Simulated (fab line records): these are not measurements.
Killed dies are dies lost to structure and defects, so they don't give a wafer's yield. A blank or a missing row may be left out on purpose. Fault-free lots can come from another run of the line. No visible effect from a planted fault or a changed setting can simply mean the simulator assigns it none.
Chamber matching | flow n5-finfet | N5_BEOL_M8_DESCUM_33 on rie-diel-05 has 4 sister chambers
The step chemistry O2, time 7 s. 4 wafers are shown with their chamber, then 8 later ones without.

== WAFERS, EACH WITH ITS CHAMBER ==
wafer  | chamber | showerhead-plenum-p-Torr (Torr)
L082.4 | 1       | 2.03
L085.6 | 0       | 1.93
L088.2 | 2       | 2.21
L092.2 | 3       | 2.13

== WAFERS WITHOUT THEIR CHAMBER ==
wafer  | showerhead-plenum-p-Torr (Torr)
L092.3 | 1.92
L092.5 | 2.02
L093.2 | 2.20
L093.4 | 2.13
L093.6 | 2.02
L095.1 | 2.20
L095.3 | 1.92
L095.4 | 2.13

== EACH ONE'S CHAMBER ==
wafer  | from the rows above | in truth
L092.3 | 0                   | 0
L092.5 | 1                   | 1
L093.2 | 2                   | 2
L093.4 | 3                   | 3
L093.6 | 1                   | 1
L095.1 | 2                   | 2
L095.3 | 0                   | 0
L095.4 | 3                   | 3
Placed correctly: 8 of 8. Not placeable from these rows: 0. Number placed wrongly: 0.
How it was worked out, from the rows above alone: a wafer's distance from a chamber is the root of the sum, over the readings, of the square of ((its reading less the chamber's mean) divided by the reading's scatter). If the next closest chamber is less than 2 further off than the closest, the wafer can't be placed; otherwise it belongs to the closest. Each chamber's mean is taken over the wafers shown for it. The scatter: root of mean squared gap, hidden wafer to nearest shown wafer, with one shown wafer a chamber.
